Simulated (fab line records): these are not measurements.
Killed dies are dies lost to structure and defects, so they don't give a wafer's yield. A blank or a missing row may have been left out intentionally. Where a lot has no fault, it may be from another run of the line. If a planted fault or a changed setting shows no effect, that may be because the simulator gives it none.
What tool caused it? -- flow nand harc -- 36 wafers from 12 lots sampled at 5 of the route's 1302 steps

== WHAT THE GAUGES READ, wafer by wafer ==
NHARC_END_SORT_01. Usual: killed at array 51, standard deviation 18; killed at other 1.0, standard deviation 1.2; killed at periphery 3.7, standard deviation 2.9; killed dies 55, standard deviation 19; killed open 3.5, standard deviation 1.9; killed short 2.6, standard deviation 1.6.
lot,measured,on,killed at array,killed at other,killed at periphery,killed dies,killed open,killed short,flag
L665,day 26 06:56,prober-01,57 54 55,1 3 1,2 3 1,60 60 57,5 3 4,2 3 2,
L669,day 28 12:04,prober-02,19 29 22,1 0 1,1 1 1,21 30 24,3 3 5,2 3 1,
L676,day 31 19:50,prober-01,55 50 49,0 0 0,1 4 3,56 54 52,1 4 0,3 2 0,
L677,day 32 04:22,prober-01,58,4,5,67,6,3,
L678,day 31 20:42,prober-02,51 66 33,3 4 3,5 0 1,59 70 37,6 1 3,7 3 4,
L681,day 34 23:04,prober-01,25 27 18,0 0 0,2 1 0,27 28 18,3 3 1,3 4 1,

== WHICH TOOL RAN EACH LOT (tool, then ch and the chambers of the sampled wafers, then the start) ==
lot,NHARC_A_CHANNEL_HOLE_D1_ETCH_26,NHARC_A_CHANNEL_FILL_D1_ALD_14,NHARC_A_CHANNEL_FILL_D1_ALD_15,NHARC_A_CHANNEL_FILL_D1_STRIP_28
L660,"har etch-02 ch 0,1, day 8 21:20","ald hk-04 ch 1,2, day 9 07:51","ald sin batch-02 ch 0, day 9 10:58","rie diel-01 ch 0,1,2, day 10 01:06"
L662,"har etch-02 ch 0,1, day 9 21:16","ald hk-03 ch 0,2,3, day 10 07:38","ald sin batch-01 ch 0, day 10 10:46","rie diel-07 ch 0,1,3, day 11 00:59"
L665,"har etch-02 ch 0,1, day 10 20:40","ald hk-03 ch 0,3, day 11 06:10","ald sin batch-03 ch 0, day 11 09:13","rie diel-01 ch 0,2,3, day 11 23:15"
L664,"har etch-01 ch 0,1, day 10 21:48","ald hk-02 ch 1,2,3, day 11 06:10","ald sin batch-03 ch 0, day 11 09:13","rie diel-07 ch 0,2,3, day 11 23:16"
L668,"har etch-02 ch 0,1, day 12 13:30","ald hk-03 ch 1,2, day 12 22:40","ald sin batch-01 ch 0, day 13 01:45","rie diel-07 ch 2,3, day 13 15:53"
L669,"har etch-01 ch 0,1, day 12 21:05","ald hk-04 ch 1,2, day 13 06:14","ald sin batch-03 ch 0, day 13 09:22","rie diel-08 ch 0,2, day 13 23:29"
L671,"har etch-02 ch 0,1, day 13 13:52","ald hk-03 ch 0,1,2, day 13 22:56","ald sin batch-03 ch 0, day 14 02:03","rie diel-01 ch 0,1,3, day 14 16:10"
L676,"har etch-01 ch 0, day 16 00:45","ald hk-02 ch 2,3, day 16 09:53","ald sin batch-02 ch 0, day 16 12:59","rie diel-07 ch 1,2,3, day 17 04:34"
L677,"har etch-02 ch 0,1, day 16 01:40","ald hk-04 ch 0,2,3, day 16 09:58","ald sin batch-02 ch 0, day 16 12:59","rie diel-08 ch 2,3, day 17 04:37"
L678,"har etch-01 ch 0,1, day 16 09:13","ald hk-04 ch 0,1,3, day 16 18:20","ald sin batch-02 ch 0, day 16 21:28","rie diel-01 ch 0,2, day 17 11:38"
L679,"har etch-01 ch 0,1, day 17 13:05","ald hk-02 ch 0,3, day 17 22:23","ald sin batch-01 ch 0, day 18 01:31","rie diel-01 ch 0,1,2, day 18 15:40"
L681,"har etch-02 ch 0,1, day 18 03:59","ald hk-02 ch 0,1,3, day 18 13:13","ald sin batch-02 ch 0, day 18 16:20","rie diel-07 ch 1,2, day 19 06:41"
- NHARC_A_CHANNEL_HOLE_D1_ETCH_26: etches the open film in C4F8/O2/Ar, time 224.1 s, target depth 300 nm.
- NHARC_A_CHANNEL_FILL_D1_ALD_14: deposits SiO2, target thk 2.5 nm, pulse time 10 s, ald cycles 25.
- NHARC_A_CHANNEL_FILL_D1_ALD_15: deposits SiNx, target thk 2 nm, pulse time 60 s, ald cycles 19.
- NHARC_A_CHANNEL_FILL_D1_STRIP_28: strips in O2, time 20 s.

== WHAT THE TOOLS THEMSELVES READ (means of the sampled wafers that have a number; where no wafer has one, the mark that the record gives instead) ==
NHARC_A_CHANNEL_HOLE_D1_ETCH_26. Usual: drypump motor current A 6.03 A, standard deviation 0.13; showerhead plenum p Torr 3.76 Torr, standard deviation 0.032; throttle valve pct 24.584 %, standard deviation 0.0097.
lot,tool,drypump motor current A (A),showerhead plenum p Torr (Torr),throttle valve pct (%),flag
L660,har etch-02,6.07,3.81,24.588,
L662,har etch-02,6.13,3.81,24.581,
L665,har etch-02,6.07,3.80,24.583,
L664,har etch-01,5.93,3.76,24.579,
L668,har etch-02,6.05,3.78,24.578,
L669,har etch-01,6.02,3.75,24.586,
L671,har etch-02,6.11,3.78,24.588,
L676,har etch-01,6.07,3.72,24.594,
L677,har etch-02,6.03,3.76,24.571,
L678,har etch-01,6.01,3.71,24.581,
L679,har etch-01,5.92,3.71,24.575,
L681,har etch-02,6.12,3.75,24.581,

NHARC_A_CHANNEL_FILL_D1_ALD_14. Usual: heater power w 470 W, standard deviation 50; precursor pulse height rel 1.001, standard deviation 0.018.
lot,tool,heater power w (W),precursor pulse height rel,flag
L660,ald hk-04,434,1.018,
L662,ald hk-03,429,1.002,
L665,ald hk-03,432,1.021,
L664,ald hk-02,458,1.002,
L668,ald hk-03,476,1.003,
L669,ald hk-04,449,0.995,
L671,ald hk-03,475,1.009,
L676,ald hk-02,456,1.008,
L677,ald hk-04,467,0.993,
L678,ald hk-04,473,1.003,
L679,ald hk-02,511,1.011,
L681,ald hk-02,515,0.996,

NHARC_A_CHANNEL_FILL_D1_ALD_15. Usual: precursor pulse height rel reads 0.999 (standard deviation 0.021).
lot,tool,precursor pulse height rel,flag
L660,ald sin batch-02,0.975,
L662,ald sin batch-01,0.980,
L665,ald sin batch-03,0.987,
L664,ald sin batch-03,0.988,
L668,ald sin batch-01,1.021,
L669,ald sin batch-03,0.987,
L671,ald sin batch-03,1.024,
L676,ald sin batch-02,0.986,
L677,ald sin batch-02,1.003,
L678,ald sin batch-02,0.994,
L679,ald sin batch-01,1.011,
L681,ald sin batch-02,1.013,

NHARC_A_CHANNEL_FILL_D1_STRIP_28. Usual: drypump motor current A 5.9 A, standard deviation 0.46; oes product au 1.001 a.u., standard deviation 0.011; rf vpp V 57.8 V, standard deviation 0.84; showerhead plenum p Torr 3.53 Torr, standard deviation 0.15; throttle valve pct 17.035 %, standard deviation 0.0086.
lot,tool,drypump motor current A (A),oes product au (a.u.),rf vpp V (V),showerhead plenum p Torr (Torr),throttle valve pct (%),flag
L660,rie diel-01,5.9,0.997,57.8,3.55,17.040,
L662,rie diel-07,5.8,1.015,57.7,3.49,17.034,
L665,rie diel-01,5.9,1.001,57.3,3.58,17.042,
L664,rie diel-07,5.9,1.014,58.1,3.53,17.044,
L668,rie diel-07,6.2,0.994,57.0,3.44,17.038,
L669,rie diel-08,5.5,0.988,58.1,3.52,17.044,
L671,rie diel-01,6.1,0.996,58.7,3.68,17.027,
L676,rie diel-07,6.1,1.004,57.5,3.40,17.036,
L677,rie diel-08,5.9,1.018,58.2,3.66,17.033,
L678,rie diel-01,6.0,0.994,57.6,3.55,17.032,
L679,rie diel-01,5.9,0.999,57.6,3.55,17.035,
L681,rie diel-07,6.4,0.998,56.8,3.46,17.026,

== THE ANSWER, worked out from the rows above alone ==
Rule: a lot is off if the mean of its wafers that have a number lies more than 3 standard deviations from the usual mean. A lot without any number at a reading at which 4 lots or more have one is off too. The other lots that the step has rows for count as sound. First the gauges in route order, then the tools' own readings, where a lot's mean is used as printed above. At the first step where some lot is off, the reading lying furthest off is the one used; lots without a number count as furthest.
Across all readings shown, no lot is off: no conclusion can be drawn from this.

== WHAT THE SIMULATOR HAD INSERTED ==
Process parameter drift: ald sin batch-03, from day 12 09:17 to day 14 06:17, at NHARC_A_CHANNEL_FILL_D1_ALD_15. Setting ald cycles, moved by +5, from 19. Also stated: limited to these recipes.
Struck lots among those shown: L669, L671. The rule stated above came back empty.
